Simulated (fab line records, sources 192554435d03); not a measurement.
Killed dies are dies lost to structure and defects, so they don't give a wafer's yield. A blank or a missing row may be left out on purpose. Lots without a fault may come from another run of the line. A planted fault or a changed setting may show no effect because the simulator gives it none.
Which tool did it? | flow n5_finfet | 10 lots, 29 wafers sampled, at 3 steps of a route of 1938

WHAT THE GAUGES READ, wafer by wafer
N5_MOL_CONTACT_COAG_INSPECT_42: inspects for defects (brightfield).
lot  | measured     | on                | raw_defect_count
L464 | day 5 03:27  | defect_inspect-02 | 306 223 322
L466 | day 5 16:29  | defect_inspect-02 | 246 273 259
L467 | day 5 21:58  | defect_inspect-01 | 202 175 133
L468 | day 6 04:51  | defect_inspect-01 | 117 163 177
L469 | day 6 10:59  | defect_inspect-01 | 221 200 209
L474 | day 7 19:48  | defect_inspect-01 | 535 123 158
L475 | day 8 01:31  | defect_inspect-01 | 593 119 146
L481 | day 9 13:31  | defect_inspect-01 | 101 147 103
L486 | day 10 14:10 | defect_inspect-02 | 296 402
L487 | day 10 20:58 | defect_inspect-01 | 196 165 173

WHICH TOOL RAN EACH LOT (tool, then ch and the chambers of the sampled wafers, then the start)
lot  | N5_MOL_CONTACT_COAG_DESCUM_88     | N5_MOL_CONTACT_COAG_ALD_131
L464 | rie_diel-05 ch 0,1, day 5 01:52   | ald_sin-02 ch 0,1,2, day 5 02:06
L466 | rie_diel-05 ch 0,2,3, day 5 15:14 | ald_sin-02 ch 0,2,3, day 5 15:22
L467 | rie_diel-05 ch 0,1,3, day 5 20:45 | ald_sin-04 ch 0,3, day 5 20:53
L468 | rie_diel-01 ch 0,1,3, day 6 03:31 | ald_sin-04 ch 0,1,2, day 6 03:38
L469 | rie_diel-05 ch 2,3, day 6 09:38   | ald_sin-03 ch 0,3, day 6 09:46
L474 | rie_diel-01 ch 0,1, day 7 18:32   | ald_sin-04 ch 0,2,3, day 7 18:40
L475 | rie_diel-01 ch 0,1,2, day 8 00:16 | ald_sin-04 ch 0,2,3, day 8 00:25
L481 | rie_diel-01 ch 0,1,2, day 9 12:16 | ald_sin-02 ch 0,1,2, day 9 12:25
L486 | rie_diel-01 ch 0,3, day 10 12:34  | ald_sin-04 ch 1,2, day 10 12:55
L487 | rie_diel-05 ch 1,3, day 10 19:45  | ald_sin-02 ch 1,3, day 10 19:53
- N5_MOL_CONTACT_COAG_DESCUM_88: chemistry O2, time 7 s.
- N5_MOL_CONTACT_COAG_ALD_131: deposits SiO2, target thk 5 nm, pulse time 1 s, co reactant pulse time 1 s.

WHAT THE TOOLS THEMSELVES READ (means of the sampled wafers that have a number; where no wafer has one, the mark that the record gives instead)
N5_MOL_CONTACT_COAG_DESCUM_88.
lot  | tool        | drypump_motor_current_A (A) | o2_flow_sccm (sccm) | oes_product_au (a.u.) | rf_fwd_power_W (W) | rf_vpp_V (V) | showerhead_plenum_p_Torr (Torr) | throttle_valve_pct (%)
L464 | rie_diel-05 | 5.5                         | 224.9               | 0.82                  | 49.24              | 244.1        | 2.18                            | 20.28
L466 | rie_diel-05 | 5.8                         | 224.9               | 0.76                  | 49.57              | 244.4        | 2.15                            | 20.32
L467 | rie_diel-05 | 5.5                         | 225.4               | 0.79                  | 49.24              | 244.5        | 2.13                            | 20.41
L468 | rie_diel-01 | 5.3                         | 224.6               | 0.91                  | 49.49              | 242.8        | 2.08                            | 20.19
L469 | rie_diel-05 | 6.0                         | 224.6               | 0.72                  | 49.39              | 243.8        | 2.12                            | 20.43
L474 | rie_diel-01 | 5.4                         | 225.3               | 0.89                  | 49.48              | 242.8        | 2.10                            | 20.00
L475 | rie_diel-01 | 5.5                         | 224.9               | 0.81                  | 49.28              | 242.7        | 2.08                            | 20.30
L481 | rie_diel-01 | 5.5                         | 225.0               | 0.80                  | 49.28              | 243.5        | 2.07                            | 20.33
L486 | rie_diel-01 | 5.2                         | 225.6               | 0.82                  | 49.44              | 241.9        | 2.05                            | 20.41
L487 | rie_diel-05 | 5.5                         | 225.1               | 0.71                  | 49.62              | 242.7        | 2.06                            | 20.66

N5_MOL_CONTACT_COAG_ALD_131.
lot  | tool       | heater_power_w (W) | precursor_pulse_height_rel | susceptor_temp_C (C)
L464 | ald_sin-02 | 81                 | 1.014                      | 100.07
L466 | ald_sin-02 | 91                 | 0.994                      | 99.92
L467 | ald_sin-04 | 82                 | 1.006                      | 100.00
L468 | ald_sin-04 | 82                 | 0.997                      | 100.07
L469 | ald_sin-03 | 75                 | 0.984                      | 100.02
L474 | ald_sin-04 | 75                 | 1.016                      | 100.01
L475 | ald_sin-04 | 76                 | 0.985                      | 99.95
L481 | ald_sin-02 | 82                 | 1.008                      | 99.95
L486 | ald_sin-04 | 82                 | 1.007                      | 99.95
L487 | ald_sin-02 | 92                 | 0.988                      | 100.04

THE ANSWER, worked out from the rows above alone
Rule: what is usual is taken from the lots themselves. Put in order of their means at a reading, lots are off if they are a third of the lots or fewer, leave a main group of 4 or more, and stand apart from it by a gap of 3 or more times the standard deviation of the main group's means; of several such gaps the widest counts. A main group whose means are all the same, to the digits that the tables above print for the reading, isn't used. A lot without any number at a reading at which 4 lots or more have one is off too. The other lots that the step has rows for count as sound. The gauges are gone through in route order, then the tools' own readings, and for those a lot's mean is taken as printed above. The first step at which some lot is off is used, and at that step the reading that is off furthest; a lot without a number counts as furthest.
No lot is off at any reading shown: from this, nothing can be told.

WHAT THE SIMULATOR HAD PUT IN
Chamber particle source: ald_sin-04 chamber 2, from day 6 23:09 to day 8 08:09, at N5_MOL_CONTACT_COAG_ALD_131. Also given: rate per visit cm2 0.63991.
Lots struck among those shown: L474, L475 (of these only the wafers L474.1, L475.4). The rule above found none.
